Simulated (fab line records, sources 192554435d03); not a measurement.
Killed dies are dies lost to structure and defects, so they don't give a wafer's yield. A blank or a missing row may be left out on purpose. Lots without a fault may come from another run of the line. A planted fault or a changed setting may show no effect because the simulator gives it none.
Which tool did it? | flow n5_finfet | 24 lots, 72 wafers sampled, at 1 step of a route of 1938

WHAT THE GAUGES READ, wafer by wafer
N5_BEOL_M2_CD_MEAS_35: target cd 18 nm, target cd y 22.2 nm.
lot  | measured     | on        | cd_nm (nm)
L074 | day 6 18:38  | cd_sem-03 | 18.2 17.9 17.7
L075 | day 6 22:34  | cd_sem-01 | 18.4 18.7 17.9
L076 | day 6 23:31  | cd_sem-03 | 17.8 17.7 17.5
L077 | day 7 08:31  | cd_sem-03 | 17.8 18.7 18.6
L078 | day 7 23:39  | cd_sem-01 | 17.8 18.0 18.3
L079 | day 8 04:24  | cd_sem-03 | 17.9 18.0 17.7
L080 | day 8 12:32  | cd_sem-03 | 18.3 18.0 18.6
L081 | day 8 20:41  | cd_sem-03 | 17.7 18.0 17.4
L082 | day 9 02:20  | cd_sem-01 | 18.3 18.9 18.5
L083 | day 9 02:21  | cd_sem-03 | 18.3 17.5 18.3
L084 | day 9 12:26  | cd_sem-02 | 17.3 18.0 18.2
L085 | day 9 20:40  | cd_sem-03 | 17.8 17.6 17.9
L086 | day 9 21:04  | cd_sem-03 | 18.0 17.6 17.7
L087 | day 10 03:10 | cd_sem-02 | 18.1 17.8 18.2
L088 | day 10 09:13 | cd_sem-03 | 17.7 18.8 18.3
L089 | day 10 17:45 | cd_sem-01 | 18.3 18.2 18.6
L090 | day 10 23:49 | cd_sem-02 | 18.2 17.8 18.2
L091 | day 10 23:55 | cd_sem-02 | 18.0 18.2 18.2
L093 | day 11 03:06 | cd_sem-03 | 18.3 17.8 17.7
L092 | day 11 04:08 | cd_sem-01 | 18.1 18.0 17.6
L094 | day 12 08:43 | cd_sem-01 | 18.8 18.3 18.3
L095 | day 12 13:51 | cd_sem-03 | 18.5 18.4 17.8
L097 | day 12 17:30 | cd_sem-02 | 17.8 18.0 18.0
L096 | day 12 17:31 | cd_sem-01 | 18.3 18.3 18.0

WHICH TOOL RAN EACH LOT (tool, then ch and the chambers of the sampled wafers, then the start)
The record holds no process step before these readings.

WHAT THE TOOLS THEMSELVES READ (means of the sampled wafers that have a number; where no wafer has one, the mark that the record gives instead)
The record holds no such reading with a usual standard deviation.

THE ANSWER, worked out from the rows above alone
Rule: what is usual is taken from the lots themselves. Put in order of their means at a reading, lots are off if they are a third of the lots or fewer, leave a main group of 4 or more, and stand apart from it by a gap of 3 or more times the standard deviation of the main group's means; of several such gaps the widest counts. A main group whose means are all the same, to the digits that the tables above print for the reading, isn't used. A lot without any number at a reading at which 4 lots or more have one is off too. The other lots that the step has rows for count as sound. The gauges are gone through in route order, then the tools' own readings, and for those a lot's mean is taken as printed above. The first step at which some lot is off is used, and at that step the reading that is off furthest; a lot without a number counts as furthest.
No lot is off at any reading shown: from this, nothing can be told.

WHAT THE SIMULATOR HAD PUT IN
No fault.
